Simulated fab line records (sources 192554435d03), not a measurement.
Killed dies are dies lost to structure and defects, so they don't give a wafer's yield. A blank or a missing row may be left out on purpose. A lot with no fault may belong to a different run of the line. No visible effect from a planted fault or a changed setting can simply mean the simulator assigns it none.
fab line records ; flow n5_finfet
record: lots: 7; wafers: 21
route steps=1938 shown BEOL_M7@1309 BEOL_M10@1470 BEOL_M11@1575 BEOL_M14@1716
start_h: start of the lot's first displayed wafer, in hours after the record's first day ; wait_h: hours since the lot's step before ; " the same as in the row above ; L1.1+2: a row that stands for several wafers ; - value missing, or start not given ; * or withheld: withheld ; < > ~ a bound
route shown NAME@n: a module of which the file shows steps, and the number in the route of the first ; usual: average and standard deviation across the fault-free wafers ; same: alike in all rows ; chamber/n: place in a boat ; sites: per-site readings ; _std_site: standard deviation of those values ; _edge_site: outer sites' mean less inner sites' ; radius_mm: how far each site lies from the wafer's centre ; mask NAME#n: copy n ; behind: the tool/chamber that last shaped the wafer ; hold: the reason the lot was held/the length of the hold in hours/how it ended ; device: whichever transistor did not switch (one of n, p or np) ; end of line: tests of these same wafers at the route's end ; for a step that has no rows: nothing shown but its recipe ; killed: dies that structure and defects cost at the first sort, which is not the same as the wafer's yield ; map: the dies of a wafer, with x for killed, . for not killed, _ for no die there
set.NAME: the setting the step ran with; set.NAME@STEP: the setting that earlier step ran with ; model.NAME: the simulator's own value behind a step, which no gauge read
lots where settings were altered on purpose, with a table for each step and a row for each wafer
== steps ==
step: N5_BEOL_M7_ETCH_41
recipe: chemistry: CH3F/O2; target: SiCN; target_depth_a: 319; taper_deg: 2; time_s: 57.8; ion_energy_ev: 120; mask_material: TiN; pressure_mtorr: 30; source_w: 395; bias_w: 75; Ar_flow_sccm: 150; CH3F_flow_sccm: 30; O2_flow_sccm: 20
usual: rf_vpp_V: 297.3/1.5
lot.wafer;tool;chamber;start_h;wait_h;set.source_w;rf_vpp_V
L076.1;rie_diel-06;1;-;-;395;298.7
L076.4;rie_diel-06;2;-;-;395;297.3
L076.5;rie_diel-06;2;-;-;395;297.1
L078.2;rie_diel-06;0;-;-;395;297.1
L078.5;rie_diel-06;3;-;-;435.7;288.7
L078.6;rie_diel-06;2;-;-;435.7;287.5
L079.2;rie_diel-05;3;-;-;395;298.9
L079.3;rie_diel-05;1;-;-;395;298.4
L079.5;rie_diel-05;1;-;-;395;297.3
L082.2;rie_diel-03;0;-;-;395;298.1
L082.4;rie_diel-03;0;-;-;395;296.8
L082.6;rie_diel-03;1;-;-;365.3;301.9
L086.1;rie_diel-05;0;-;-;395;296.9
L086.5;rie_diel-05;2;-;-;457;284.0
L086.6;rie_diel-05;1;-;-;395;297.8
L089.4;rie_diel-06;2;-;-;395;296.3
L089.5;rie_diel-06;1;-;-;395;297.7
L089.6;rie_diel-06;3;-;-;395;297.4
L094.2;rie_diel-03;2;-;-;395;300.7
L094.3;rie_diel-03;1;-;-;395;294.7
L094.4;rie_diel-03;3;-;-;395;297.5
step: N5_BEOL_M7_STRIP_80
recipe: chemistry: N2/H2; time_s: 10; power_w: 450; temp_c: 40; pressure_mtorr: 20; rf_frequency_hz: 6e+07; bias_power_w: 7; n2_flow_sccm: 200; h2_flow_sccm: 200
step: N5_BEOL_M7_OCD_MEAS_38
usual: trench_depth_nm: 93.9/1.8
lot.wafer;tool;chamber;start_h;wait_h;set.bias_w@BEOL_M7_TRENCH_ETCH_37;trench_depth_nm
L076.1;ocd-01;-;207.42;-;185;90.8
L076.4;ocd-01;-;207.42;-;185;91.0
L076.5;ocd-01;-;207.42;-;185;90.9
L078.2;ocd-02;-;213.49;-;185;92.4
L078.5;ocd-02;-;213.49;-;185;93.7
L078.6;ocd-02;-;213.49;-;185;90.7
L079.2;ocd-02;-;220.11;-;185;92.8
L079.3;ocd-02;-;220.11;-;212.7;97.8
L079.5;ocd-02;-;220.11;-;212.7;98.3
L082.2;ocd-02;-;232.76;-;185;93.7
L082.4;ocd-02;-;232.76;-;152.3;88.1
L082.6;ocd-02;-;232.76;-;185;96.0
L086.1;ocd-01;-;257.54;-;185;97.0
L086.5;ocd-01;-;257.54;-;197.6;99.5
L086.6;ocd-01;-;257.54;-;185;94.4
L089.4;ocd-02;-;271.75;-;216.3;95.2
L089.5;ocd-02;-;271.75;-;216.3;94.9
L089.6;ocd-02;-;271.75;-;216.3;98.0
L094.2;ocd-02;-;311.59;-;185;94.8
L094.3;ocd-02;-;311.59;-;185;95.6
L094.4;ocd-02;-;311.59;-;185;94.7
step: N5_BEOL_M7_HM_STRIP_39
recipe: chemistry: peroxide_tin_strip; material: TiN; target_depth_a: 250; temp_c: 50; time_s: 158
step: N5_BEOL_M7_SRD_40
recipe: time_s: 30; temp_c: 23; rinse_liquid: diw; dry: ipa_marangoni
step: N5_BEOL_M7_ECD_50
recipe: material: Cu; target_thk_a: 3000
step: N5_BEOL_M7_ANNEAL_51
recipe: temp_c: 225; time_s: 90; ambient: N2
step: N5_BEOL_M7_CMP_52
recipe: stop_on: SiCOH_lowk; t_overpolish_s: 6.9; down_force_psi: 1; platen_rpm: 50; clearing_platen_down_force_psi: 1.5; clearing_platen_rpm: 50; post_cmp_clean: cu_alkaline; target_thk_nm: 80; clearing_platen_pad_velocity_m_s: 0.99484; pad_velocity_m_s: 0.99484
lot.wafer;tool;chamber;start_h;wait_h;set.bias_w@BEOL_M7_TRENCH_ETCH_37;model.Cu_of_BEOL_M7_ECD_50.thk_nm
L076.1;cmp-02;2;209.88;0.3;185;77
L076.4+5;cmp-02;0,2;209.88;0.3;185;76
L078.2;cmp-02;3;215.19;0.3;185;79
L078.5;cmp-02;1;215.19;0.3;185;81.4
L078.6;cmp-02;2;215.19;0.3;185;78.6
L079.2;cmp-04;0;223.21;0.2;185;79.8
L079.3;cmp-04;3;223.21;0.2;212.7;84.4
L079.5;cmp-04;1;223.21;0.2;212.7;84
L082.4;cmp-04;2;235.13;0.2;152.3;73.4
L082.2;cmp-04;0;235.13;0.2;185;80.4
L082.6;cmp-04;1;235.13;0.2;185;81
L086.1;cmp-01;3;260.79;0.3;185;82.8
L086.6;cmp-01;2;260.79;0.3;185;83.2
L086.5;cmp-01;3;260.79;0.3;197.6;86.6
L089.4;cmp-01;1;275.79;0.3;216.3;83.4
L089.6;cmp-01;2;275.79;0.3;216.3;84.6
L089.5;cmp-01;3;275.79;0.3;216.3;81
L094.3;cmp-02;1;313.40;0.2;185;84.2
L094.2;cmp-02;2;313.40;0.2;185;83.8
L094.4;cmp-02;0;313.40;0.2;185;83
step: N5_BEOL_M7_THK_MEAS_53
recipe: thk_meas_gauge: xrf; reads: Cu_of_BEOL_M7_ECD_50
usual: M7_THK: 81.1/2.2
lot.wafer;tool;chamber;start_h;wait_h;set.bias_w@BEOL_M7_TRENCH_ETCH_37;M7_THK[nm]
L076.1;film_metro-02;-;210.14;-;185;77.5
L076.4;film_metro-02;-;210.14;-;185;76.3
L076.5;film_metro-02;-;210.14;-;185;76.4
L078.2;film_metro-01;-;215.41;-;185;79.5
L078.5;film_metro-01;-;215.41;-;185;82.4
L078.6;film_metro-01;-;215.41;-;185;79.1
L079.2;film_metro-02;-;223.50;-;185;79.8
L079.3;film_metro-02;-;223.50;-;212.7;84.3
L079.5;film_metro-02;-;223.50;-;212.7;84.5
L082.2;film_metro-02;-;235.39;-;185;80.5
L082.4;film_metro-02;-;235.39;-;152.3;73.3
L082.6;film_metro-02;-;235.39;-;185;80.8
L086.1;film_metro-02;-;261.05;-;185;83.2
L086.5;film_metro-02;-;261.05;-;197.6;87.1
L086.6;film_metro-02;-;261.05;-;185;83.5
L089.4;film_metro-02;-;275.97;-;216.3;83.9
L089.5;film_metro-02;-;275.97;-;216.3;82.0
L089.6;film_metro-02;-;275.97;-;216.3;85.5
L094.2;film_metro-02;-;313.69;-;185;84.9
L094.3;film_metro-02;-;313.69;-;185;85.1
L094.4;film_metro-02;-;313.69;-;185;83.9
step: N5_BEOL_M7_PRE_CLEAN_55
recipe: gas: NH3; time_s: 15; temp_c: withheld; rf_power_w: 300
step: N5_BEOL_M7_DEP_56
recipe: material: SiCN; target_thk_a: 100; temp_c: withheld; precursor: 3MS/NH3; pressure_torr: 3; rf_w: 202; time_s: 17.5
step: N5_BEOL_M7_RS_MEAS_57
recipe: thk_meas_gauge: four-point-probe; reads: Cu_of_BEOL_M7_ECD_50+Co_of_BEOL_M7_CVD_78+TaN_of_BEOL_M7_ALD_77
usual: M7_RS: 0.283/0.0092
lot.wafer;tool;chamber;start_h;wait_h;set.bias_w@BEOL_M7_TRENCH_ETCH_37;M7_RS[ohm/sq]
L076.1;film_metro-02;-;210.27;0.1;185;0.300
L076.4;film_metro-02;-;210.27;0.1;185;0.304
L076.5;film_metro-02;-;210.27;0.1;185;0.304
L078.2;film_metro-02;-;215.55;0.1;185;0.290
L078.5;film_metro-02;-;215.55;0.1;185;0.280
L078.6;film_metro-02;-;215.55;0.1;185;0.292
L079.2;film_metro-01;-;223.63;0.1;185;0.287
L079.3;film_metro-01;-;223.63;0.1;212.7;0.268
L079.5;film_metro-01;-;223.63;0.1;212.7;0.269
L082.2;film_metro-02;-;235.52;0.1;185;0.285
L082.4;film_metro-02;-;235.52;0.1;152.3;0.317
L082.6;film_metro-02;-;235.52;0.1;185;0.282
L086.1;film_metro-02;-;261.18;0.1;185;0.276
L086.5;film_metro-02;-;261.18;0.1;197.6;0.261
L086.6;film_metro-02;-;261.18;0.1;185;0.273
L089.4;film_metro-02;-;276.10;0.0;216.3;0.273
L089.5;film_metro-02;-;276.10;0.0;216.3;0.282
L089.6;film_metro-02;-;276.10;0.0;216.3;0.268
L094.2;film_metro-01;-;313.82;0.1;185;0.271
L094.3;film_metro-01;-;313.82;0.1;185;0.270
L094.4;film_metro-01;-;313.82;0.1;185;0.274
step: N5_BEOL_M10_ILD_DEP_00
recipe: material: SiCOH_lowk; target_thk_a: 3085.1; temp_c: 300; precursor: DEMS/porogen; pressure_torr: 5; rf_w: 500; time_s: 58
lot.wafer;tool;chamber;start_h;wait_h;set.time_s;model.SiCOH_lowk_of_BEOL_M10_ILD_DEP_00.thk_nm
L076.1;pecvd-04;0;224.56;0.0;53.99;279.4
L076.4;pecvd-04;2;224.56;0.0;58;305.2
L076.5;pecvd-04;1;224.56;0.0;58;304.4
L078.2;pecvd-04;0;231.41;0.0;58;305.6
L078.5;pecvd-04;1;231.41;0.0;58;310.2
L078.6;pecvd-04;0;231.41;0.0;58;306.2
L079.2;pecvd-01;2;239.11;0.0;58;306
L079.3;pecvd-01;0;239.11;0.0;58;306.4
L079.5;pecvd-01;0;239.11;0.0;58;307.4
L082.2;pecvd-01;2;255.49;0.0;60.42;317.4
L082.4;pecvd-01;0;255.49;0.0;58;305.8
L082.6;pecvd-01;1;255.49;0.0;58;308.2
L086.1;pecvd-01;2;273.94;0.0;50.92;271.6
L086.5;pecvd-01;0;273.94;0.0;58;306.2
L086.6;pecvd-01;2;273.94;0.0;50.92;276.2
L089.4;pecvd-04;2;293.30;0.1;58;303.6
L089.5;pecvd-04;0;293.30;0.1;58;308.4
L089.6;pecvd-04;1;293.30;0.1;58;312.6
L094.2;pecvd-04;2;333.02;0.0;58;302.2
L094.3;pecvd-04;1;333.02;0.0;58;305.4
L094.4;pecvd-04;1;333.02;0.0;58;308.6
step: N5_BEOL_M10_CURE_71
recipe: temp_c: 385; time_s: 240; ambient: He/Ar; material: SiCOH_lowk
lot.wafer;tool;chamber;start_h;wait_h;set.time_s@BEOL_M10_ILD_DEP_00;model.SiCOH_lowk_of_BEOL_M10_ILD_DEP_00.thk_nm
L076.1;uv_cure-03;0;224.83;0.2;53.99;242.2
L076.4;uv_cure-03;0;224.83;0.2;58;265.2
L076.5;uv_cure-03;0;224.83;0.2;58;264.4
L078.2;uv_cure-03;2;232.16;0.7;58;265.4
L078.5;uv_cure-03;2;232.16;0.7;58;269.6
L078.6;uv_cure-03;2;232.16;0.7;58;266
L079.2;uv_cure-03;0;239.41;0.3;58;265.8
L079.3;uv_cure-03;0;239.41;0.3;58;266.2
L079.5;uv_cure-03;0;239.41;0.3;58;267
L082.2;uv_cure-02;0;255.65;0.1;60.42;275.8
L082.4;uv_cure-02;0;255.65;0.1;58;265.6
L082.6;uv_cure-02;0;255.65;0.1;58;267.8
L086.1;uv_cure-01;0;274.02;0.0;50.92;235.4
L086.5;uv_cure-01;0;274.02;0.0;58;266
L086.6;uv_cure-01;0;274.02;0.0;50.92;239.6
L089.4;uv_cure-03;0;293.59;0.3;58;263.6
L089.5;uv_cure-03;0;293.59;0.3;58;268
L089.6;uv_cure-03;0;293.59;0.3;58;271.6
L094.2;uv_cure-02;2;333.18;0.1;58;262.4
L094.3;uv_cure-02;2;333.18;0.1;58;265.2
L094.4;uv_cure-02;2;333.18;0.1;58;268
step: N5_BEOL_M10_THK_MEAS_01
recipe: reads: SiCOH_lowk_of_BEOL_M10_ILD_DEP_00
usual: M10_ILD_THK: 267/3.8
lot.wafer;tool;chamber;start_h;wait_h;set.time_s@BEOL_M10_ILD_DEP_00;M10_ILD_THK[nm]
L076.1;film_metro-02;-;225.35;0.4;53.99;242
L076.4;film_metro-02;-;225.35;0.4;58;265
L076.5;film_metro-02;-;225.35;0.4;58;264
L078.2;film_metro-02;-;232.59;0.4;58;265
L078.5;film_metro-02;-;232.59;0.4;58;270
L078.6;film_metro-02;-;232.59;0.4;58;266
L079.2;film_metro-02;-;239.85;0.4;58;266
L079.3;film_metro-02;-;239.85;0.4;58;266
L079.5;film_metro-02;-;239.85;0.4;58;267
L082.2;film_metro-02;-;256.08;0.4;60.42;276
L082.4;film_metro-02;-;256.08;0.4;58;266
L082.6;film_metro-02;-;256.08;0.4;58;268
L086.1;film_metro-02;-;274.53;0.4;50.92;235
L086.5;film_metro-02;-;274.53;0.4;58;266
L086.6;film_metro-02;-;274.53;0.4;50.92;240
L089.4;film_metro-01;-;293.86;0.2;58;264
L089.5;film_metro-01;-;293.86;0.2;58;268
L089.6;film_metro-01;-;293.86;0.2;58;272
L094.2;film_metro-01;-;333.61;0.4;58;263
L094.3;film_metro-01;-;333.61;0.4;58;265
L094.4;film_metro-01;-;333.61;0.4;58;268
step: N5_BEOL_M11_VIA_ETCH_34
recipe: chemistry: C4F6/O2; target: SiCOH_lowk; target_depth_a: 1845; mask_material: SOC; taper_deg: 4; time_s: 69.2; ion_energy_ev: 250; pressure_mtorr: 30; source_w: 345; bias_w: 185; Ar_flow_sccm: 300; C4F6_flow_sccm: 10; O2_flow_sccm: 10
lot.wafer;tool;chamber;start_h;wait_h;set.time_s;model.etch.depth_nm;model.SOC_of_BEOL_M11_COAT_63.thk_nm
L076.1;rie_diel-03;1;238.15;0.0;69.2;187.1;92
L076.4;rie_diel-03;1;238.15;0.0;69.2;186.7;92
L076.5;rie_diel-03;0;238.15;0.0;69.2;182.3;92
L078.2;rie_diel-05;1;243.58;0.0;69.2;185.7;91.6
L078.5;rie_diel-05;1;243.58;0.0;69.2;185.2;91.8
L078.6;rie_diel-05;0;243.58;0.0;69.2;191.6;91.6
L079.2;rie_diel-06;1;249.92;0.0;79.13;206.2;90.8
L079.3;rie_diel-06;0;249.92;0.0;79.13;212;90.6
L079.5;rie_diel-06;1;249.92;0.0;69.2;179.2;92.4
L082.2;rie_diel-03;0;267.09;0.0;69.2;184;92
L082.4;rie_diel-03;2;267.09;0.0;56.02;150;93.4
L082.6;rie_diel-03;2;267.09;0.0;56.02;149.4;93.4
L086.1;rie_diel-03;2;283.28;0.0;69.2;186.7;91.6
L086.5;rie_diel-03;0;283.28;0.0;69.2;184.4;92.2
L086.6;rie_diel-03;1;283.28;0.0;69.2;188.5;91.6
L089.4;rie_diel-03;0;304.91;0.0;69.2;184;92.4
L089.5;rie_diel-03;3;304.91;0.0;69.2;187.5;92.6
L089.6;rie_diel-03;2;304.91;0.0;69.2;185.4;92
L094.2;rie_diel-05;0;345.20;0.0;69.2;188.3;91.8
L094.3;rie_diel-05;1;345.20;0.0;69.2;185;91.6
L094.4;rie_diel-05;2;345.20;0.0;69.2;193.4;91.4
step: N5_BEOL_M14_ILD_DEP_00
recipe: material: SiO2; target_thk_a: 11193; temp_c: 400; precursor: TEOS/O2; pressure_torr: 6.5; rf_w: 900; teos_flow_sccm: 161.4; gas: O2; flow_sccm: 2650; time_s: 237.4
lot.wafer;tool;chamber;start_h;wait_h;set.time_s;model.SiO2_of_BEOL_M14_ILD_DEP_00.thk_nm
L076.1;pecvd-04;1;253.05;0.0;252.1;1157
L076.4;pecvd-04;1;253.05;0.0;252.1;1185
L076.5;pecvd-04;1;253.05;0.0;237.4;1109
L078.2;pecvd-04;1;255.98;0.0;237.4;1078
L078.5;pecvd-04;0;255.98;0.0;206.7;979
L078.6;pecvd-04;1;255.98;0.0;206.7;954.2
L079.2;pecvd-01;2;269.48;0.0;237.4;1092
L079.3;pecvd-01;1;269.48;0.0;237.4;1106
L079.5;pecvd-01;2;269.48;0.0;237.4;1118
L082.2;pecvd-04;0;284.30;0.0;237.4;1108
L082.4;pecvd-04;0;284.30;0.0;211.3;999
L082.6;pecvd-04;1;284.30;0.0;237.4;1123
L086.1;pecvd-04;2;301.25;0.0;237.4;1087
L086.5;pecvd-04;1;301.25;0.0;237.4;1101
L086.6;pecvd-04;2;301.25;0.0;237.4;1114
L089.4;pecvd-01;2;318.23;0.1;237.4;1135
L089.5;pecvd-01;0;318.23;0.1;237.4;1164
L089.6;pecvd-01;1;318.23;0.1;237.4;1137
L094.2;pecvd-01;0;360.44;0.0;237.4;1122
L094.3;pecvd-01;2;360.44;0.0;237.4;1096
L094.4;pecvd-01;1;360.44;0.0;237.4;1127
step: N5_BEOL_M14_THK_MEAS_01
recipe: reads: SiO2_of_BEOL_M14_ILD_DEP_00
usual: M14_ILD_THK: 1120/18
lot.wafer;tool;chamber;start_h;wait_h;set.time_s@BEOL_M14_ILD_DEP_00;M14_ILD_THK[nm]
L076.1;film_metro-02;-;253.32;0.2;252.1;1157
L076.4;film_metro-02;-;253.32;0.2;252.1;1185
L076.5;film_metro-02;-;253.32;0.2;237.4;1110
L078.2;film_metro-02;-;256.25;0.2;237.4;1078
L078.5;film_metro-02;-;256.25;0.2;206.7;979
L078.6;film_metro-02;-;256.25;0.2;206.7;954
L079.2;film_metro-02;-;269.67;0.1;237.4;1092
L079.3;film_metro-02;-;269.67;0.1;237.4;1107
L079.5;film_metro-02;-;269.67;0.1;237.4;1118
L082.2;film_metro-02;-;284.49;0.1;237.4;1108
L082.4;film_metro-02;-;284.49;0.1;211.3;999
L082.6;film_metro-02;-;284.49;0.1;237.4;1121
L086.1;film_metro-02;-;301.44;0.1;237.4;1088
L086.5;film_metro-02;-;301.44;0.1;237.4;1101
L086.6;film_metro-02;-;301.44;0.1;237.4;1114
L089.4;film_metro-02;-;318.34;0.0;237.4;1135
L089.5;film_metro-02;-;318.34;0.0;237.4;1165
L089.6;film_metro-02;-;318.34;0.0;237.4;1137
L094.2;film_metro-01;-;360.63;0.1;237.4;1121
L094.3;film_metro-01;-;360.63;0.1;237.4;1096
L094.4;film_metro-01;-;360.63;0.1;237.4;1127
step: N5_BEOL_M14_COAT_58
recipe: resist: BARC; temp_c: 205; time_s: 60; spin_rpm: 1500; resist_thk_nm: 89
lot.wafer;tool;chamber;start_h;wait_h;set.spin_rpm;model.BARC_of_BEOL_M14_COAT_58.thk_nm
L076.1;litho_track-01;0;253.35;0.0;1500;89.6
L076.4;litho_track-01;0;253.35;0.0;1500;90
L076.5;litho_track-01;0;253.35;0.0;1392;93.2
L078.2+6;litho_track-01;0;256.28;0.0;1500;89
L078.5;litho_track-01;0;256.28;0.0;1457;90.2
L079.2;litho_track-04;0;269.70;0.0;1500;89.2
L079.3;litho_track-04;0;269.70;0.0;1426;91
L079.5;litho_track-04;0;269.70;0.0;1500;88.8
L082.2;litho_track-05;0;284.52;0.0;1500;89.2
L082.4;litho_track-05;0;284.52;0.0;1500;89
L082.6;litho_track-05;0;284.52;0.0;1418;91.8
L086.1;litho_track-05;0;301.47;0.0;1500;88.6
L086.5;litho_track-05;0;301.47;0.0;1445;90.4
L086.6;litho_track-05;0;301.47;0.0;1500;89
L089.4;litho_track-05;0;318.37;0.0;1369;93.2
L089.5;litho_track-05;0;318.37;0.0;1500;89.2
L089.6;litho_track-05;0;318.37;0.0;1500;89
L094.2;litho_track-05;0;360.66;0.0;1500;89.2
L094.3+4;litho_track-05;0;360.66;0.0;1500;88.6
step: N5_BEOL_M14_COAT_04
recipe: spin_rpm: 1704; resist_thk_nm: 800
step: N5_BEOL_M14_EBR_06
recipe: solvent: PGMEA; ebr_width_mm: 1.5
step: N5_BEOL_M14_DESCUM_15
recipe: chemistry: O2; time_s: 7.9; source_power_w: 50; bias_power_w: 20; pressure_mtorr: 20; rf_frequency_hz: 2.712e+07; temp_c: 40; o2_flow_sccm: 225
step: N5_BEOL_M14_ETCH_59
recipe: chemistry: N2/H2; target: BARC; target_depth_a: 890; overetch_a: 267; time_s: 67.9; ion_energy_ev: 200; pressure_mtorr: 30; source_w: 840; bias_w: 150; n2_flow_sccm: 200; h2_flow_sccm: 200
lot.wafer;tool;chamber;start_h;wait_h;set.spin_rpm@BEOL_M14_COAT_58;model.etch.depth_nm
L076.1;rie_diel-01;2;253.75;0.0;1500;89.68
L076.4;rie_diel-01;3;253.75;0.0;1500;89.98
L076.5;rie_diel-01;2;253.75;0.0;1392;93.2
L078.2;rie_diel-02;3;256.68;0.0;1500;88.94
L078.5;rie_diel-02;3;256.68;0.0;1457;90.16
L078.6;rie_diel-02;0;256.68;0.0;1500;89
L079.2;rie_diel-02;1;270.10;0.0;1500;89.18
L079.3;rie_diel-02;0;270.10;0.0;1426;90.92
L079.5;rie_diel-02;1;270.10;0.0;1500;88.84
L082.2;rie_diel-01;1;285.05;0.0;1500;89.17
L082.4;rie_diel-01;1;285.05;0.0;1500;89.06
L082.6;rie_diel-01;2;285.05;0.0;1418;91.86
L086.1;rie_diel-04;1;301.87;0.0;1500;88.55
L086.5;rie_diel-04;1;301.87;0.0;1445;90.46
L086.6;rie_diel-04;2;301.87;0.0;1500;88.98
L089.4;rie_diel-04;2;318.89;0.0;1369;93.19
L089.5;rie_diel-04;1;318.89;0.0;1500;89.12
L089.6;rie_diel-04;2;318.89;0.0;1500;88.92
L094.2;rie_diel-01;3;361.10;0.0;1500;89.2
L094.3+4;rie_diel-01;2,0;361.10;0.0;1500;88.65
step: N5_BEOL_M14_VIA_ETCH_16
recipe: chemistry: C4F8/O2/Ar; target: SiO2; he_inner_torr: 15; he_outer_torr: 30; target_depth_a: 12313; time_s: withheld; ion_energy_ev: 800; pressure_mtorr: 20; source_w: 1905; bias_w: 2040; Ar_flow_sccm: 400; C4F8_flow_sccm: 16; O2_flow_sccm: 12; ends: cleared
lot.wafer;tool;chamber;start_h;wait_h;set.time_s@BEOL_M14_ILD_DEP_00;model.etch.depth_nm
L076.1;rie_diel-01;2;253.80;0.0;*;1157
L076.4;rie_diel-01;3;253.80;0.0;*;1185
L076.5;rie_diel-01;2;253.80;0.0;*;1109
L078.2;rie_diel-02;3;256.74;0.0;*;1078
L078.5;rie_diel-02;3;256.74;0.0;*;979
L078.6;rie_diel-02;0;256.74;0.0;*;954.2
L079.2;rie_diel-02;1;270.15;0.0;*;1092
L079.3;rie_diel-02;0;270.15;0.0;*;1106
L079.5;rie_diel-02;1;270.15;0.0;*;1118
L082.2;rie_diel-01;1;285.10;0.0;*;1108
L082.4;rie_diel-01;1;285.10;0.0;*;999
L082.6;rie_diel-01;2;285.10;0.0;*;1123
L086.1;rie_diel-04;1;301.92;0.0;*;1087
L086.5;rie_diel-04;1;301.92;0.0;*;1101
L086.6;rie_diel-04;2;301.92;0.0;*;1114
L089.4;rie_diel-04;2;318.94;0.0;*;1135
L089.5;rie_diel-04;1;318.94;0.0;*;1164
L089.6;rie_diel-04;2;318.94;0.0;*;1137
L094.2;rie_diel-01;3;361.15;0.0;*;1122
L094.3;rie_diel-01;2;361.15;0.0;*;1096
L094.4;rie_diel-01;0;361.15;0.0;*;1127
step: N5_BEOL_M14_STRIP_63
recipe: chemistry: O2; power_w: 600; temp_c: 60; pressure_mtorr: 30; rf_frequency_hz: 6e+07; bias_power_w: 0; overash_fraction: 0.3; o2_flow_sccm: 225
step: N5_BEOL_M14_STRIP_64
recipe: chemistry: O2; power_w: 600; temp_c: 60; pressure_mtorr: 30; rf_frequency_hz: 6e+07; bias_power_w: 0; overash_fraction: 0.3; o2_flow_sccm: 225
step: N5_BEOL_M14_STRIP_37
recipe: chemistry: O2; power_w: 600; temp_c: 60; pressure_mtorr: 30; rf_frequency_hz: 6e+07; bias_power_w: 0; overash_fraction: 0.3; o2_flow_sccm: 225
step: N5_BEOL_M14_ETCH_38
recipe: chemistry: CF4/N2; target: SiCN; target_depth_a: 1065; taper_deg: 2; time_s: 120.6; ion_energy_ev: 150; mask_material: SiO2; pressure_mtorr: 40; source_w: 430; bias_w: 70; Ar_flow_sccm: 100; cf4_flow_sccm: 60; n2_flow_sccm: 60
lot.wafer;tool;chamber;start_h;wait_h;set.time_s@BEOL_M14_ILD_DEP_00;model.SiO2_of_BEOL_M14_ILD_DEP_00.thk_nm
L076.1;rie_diel-01;3;-;-;252.1;1090
L076.4;rie_diel-01;1;-;-;252.1;1119
L076.5;rie_diel-01;0;-;-;237.4;1048
L078.2;rie_diel-02;1;-;-;237.4;1014
L078.5;rie_diel-02;3;-;-;206.7;915
L078.6;rie_diel-02;2;-;-;206.7;891.2
L079.2;rie_diel-01;2;-;-;237.4;1027
L079.3;rie_diel-01;1;-;-;237.4;1041
L079.5;rie_diel-01;0;-;-;237.4;1057
L082.2;rie_diel-04;3;-;-;237.4;1045
L082.4;rie_diel-04;0;-;-;211.3;933.4
L082.6;rie_diel-04;0;-;-;237.4;1057
L086.1;rie_diel-01;1;-;-;237.4;1023
L086.5;rie_diel-01;1;-;-;237.4;1037
L086.6;rie_diel-01;2;-;-;237.4;1049
L089.4;rie_diel-04;0;-;-;237.4;1070
L089.5;rie_diel-04;2;-;-;237.4;1100
L089.6;rie_diel-04;1;-;-;237.4;1075
L094.2;rie_diel-04;3;-;-;237.4;1059
L094.3;rie_diel-04;1;-;-;237.4;1035
L094.4;rie_diel-04;2;-;-;237.4;1063
== key ==
split: step: N5_BEOL_M7_ETCH_41; setting: source_w; stated: 395; by: wafer
response: step: N5_BEOL_M7_ETCH_41; reading: rf_vpp_V; change: -0.821; per: 1%; r: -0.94
split: step: N5_BEOL_M10_ILD_DEP_00; setting: time_s; stated: 58; by: wafer
response: step: N5_BEOL_M10_ILD_DEP_00; reading: model.SiCOH_lowk_of_BEOL_M10_ILD_DEP_00.thk_nm; change: +2.86; per: 1%; r: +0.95
response: step: N5_BEOL_M10_CURE_71; reading: model.SiCOH_lowk_of_BEOL_M10_ILD_DEP_00.thk_nm; change: +2.53; per: 1%; r: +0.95
response: step: N5_BEOL_M10_THK_MEAS_01; reading: M10_ILD_THK; change: +2.52; per: 1%; r: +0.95
split: step: N5_BEOL_M11_VIA_ETCH_34; setting: time_s; stated: 69.2; by: wafer
response: step: N5_BEOL_M11_VIA_ETCH_34; reading: model.etch.depth_nm; change: +1.91; per: 1%; r: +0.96
response: step: N5_BEOL_M11_VIA_ETCH_34; reading: model.SOC_of_BEOL_M11_COAT_63.thk_nm; change: -0.0898; per: 1%; r: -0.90
split: step: N5_BEOL_M14_ILD_DEP_00; setting: time_s; stated: 237.4; by: wafer
response: step: N5_BEOL_M14_ILD_DEP_00; reading: model.SiO2_of_BEOL_M14_ILD_DEP_00.thk_nm; change: +9.53; per: 1%; r: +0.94
response: step: N5_BEOL_M14_THK_MEAS_01; reading: M14_ILD_THK; change: +9.51; per: 1%; r: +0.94
response: step: N5_BEOL_M14_VIA_ETCH_16; reading: model.etch.depth_nm; change: +9.53; per: 1%; r: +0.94
response: step: N5_BEOL_M14_ETCH_38; reading: model.SiO2_of_BEOL_M14_ILD_DEP_00.thk_nm; change: +9.43; per: 1%; r: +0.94
split: step: N5_BEOL_M14_COAT_58; setting: spin_rpm; stated: 1500; by: wafer
response: step: N5_BEOL_M14_COAT_58; reading: model.BARC_of_BEOL_M14_COAT_58.thk_nm; change: -0.462; per: 1%; r: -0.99
response: step: N5_BEOL_M14_ETCH_59; reading: model.etch.depth_nm; change: -0.464; per: 1%; r: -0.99
split outside_this_file step=N5_BEOL_M7_TRENCH_ETCH_37 setting=bias_w
split outside_this_file: this setting was split too, and the file shows its column; the key of that split is in another file
